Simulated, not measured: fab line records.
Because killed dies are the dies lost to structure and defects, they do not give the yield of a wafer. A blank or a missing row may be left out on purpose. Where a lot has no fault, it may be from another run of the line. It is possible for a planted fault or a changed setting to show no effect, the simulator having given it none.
Matching of chambers ; flow n5Finfet ; 4 sister chambers for N5_BEOL_M3_ALD_98 on aldSin-03
The step deposits SiO2, target thk 2.5 nm, pulse time 1 s, co reactant pulse time 1 s. 8 wafers are shown with their chamber, then 12 later ones without.

EACH WAFER AND ITS CHAMBER
wafer;chamber;heaterPowerW (W);precursorPulseHeightRel
L088.1;2;76;0.976
L086.1;2;77;1.020
L086.2;3;66;0.984
L086.5;1;80;0.964
L086.6;0;76;0.986
L089.1;1;78;0.995
L089.3;3;67;1.033
L089.5;0;73;1.009

WAFERS WHOSE CHAMBER IS MISSING
wafer;heaterPowerW (W);precursorPulseHeightRel
L094.1;75;0.981
L094.2;79;0.993
L094.3;68;1.023
L094.4;71;1.016
L094.5;79;0.992
L094.6;70;1.030
L096.3;82;1.003
L096.5;75;0.991
L096.6;68;0.987
L097.1;71;0.998
L097.3;77;1.000
L097.5;76;1.003

WHICH CHAMBER EACH ONE RAN IN
wafer;from the rows above;in truth
L094.1;can't be placed: 0 or 2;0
L094.2;can't be placed: 1 or 2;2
L094.3;3;3
L094.4;can't be placed: 0 or 3 or 2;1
L094.5;can't be placed: 1 or 2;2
L094.6;can't be placed: 3 or 0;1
L096.3;can't be placed: 1 or 2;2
L096.5;can't be placed: 0 or 2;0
L096.6;3;3
L097.1;can't be placed: 0 or 3 or 2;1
L097.3;can't be placed: 2 or 1 or 0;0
L097.5;can't be placed: 2 or 0 or 1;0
Placed correctly: 2 of 12. Cannot be placed on the basis of these rows: 10; the candidates contain the true chamber in 7. 0 placed wrongly.
How it was worked out, from the rows above alone: a wafer's distance from a chamber is the root of the sum, over the readings, of the square of ((its reading less the chamber's mean) divided by the reading's scatter). The wafer belongs to the nearest chamber; if the next one is less than 2 further off, it can't be placed. Each chamber's mean is taken over the wafers shown for it. How the scatter is found: for the shown wafers, subtract from each reading the mean of its chamber, square and add these, divide the total by (wafers less chambers), then take the root.
